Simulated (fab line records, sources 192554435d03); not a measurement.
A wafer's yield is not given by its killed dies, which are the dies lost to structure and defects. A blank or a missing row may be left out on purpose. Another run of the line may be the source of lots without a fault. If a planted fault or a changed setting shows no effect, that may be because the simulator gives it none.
Chamber matching	flow n5_finfet	N5_BEOL_M12_ETCH_59 on rie_diel-01 has 4 sister chambers
The step etches BARC in N2/H2, target depth 89 nm, overetch 26.7 nm, time 67.9 s. 4 wafers are shown with their chamber, then 12 later ones without.

== WAFERS PAIRED WITH THEIR CHAMBERS ==
wafer	chamber	throttle_valve_pct (%)
L085.3	2	18.5
L087.4	0	18.0
L087.5	3	17.6
L087.6	1	18.1

== WAFERS WHOSE CHAMBER IS MISSING ==
wafer	throttle_valve_pct (%)
L088.2	17.6
L088.5	17.9
L088.6	18.1
L092.1	17.6
L092.2	18.0
L092.3	18.1
L092.4	18.0
L092.5	17.6
L092.6	18.1
L095.1	18.1
L095.2	17.7
L095.6	18.1

== CHAMBER TAKEN BY EACH ==
wafer	from the rows above	in truth
L088.2	3	3
L088.5	0	0
L088.6	1	1
L092.1	3	3
L092.2	0	0
L092.3	1	1
L092.4	0	0
L092.5	3	3
L092.6	1	1
L095.1	1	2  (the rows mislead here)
L095.2	3	3
L095.6	1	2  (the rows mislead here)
Correctly placed: 10 of 12. From these rows, 0 cannot be placed. Wrongly placed: 2.
How it was worked out, from the rows above alone: a wafer's distance from a chamber is the root of the sum, over the readings, of the square of ((its reading less the chamber's mean) divided by the reading's scatter). If the next closest chamber is less than 2 further off than the closest, the wafer can't be placed; otherwise it belongs to the closest. For every chamber, the mean is computed from those of its wafers that are shown. The scatter: root of mean squared gap, hidden wafer to nearest shown wafer, with one shown wafer a chamber.
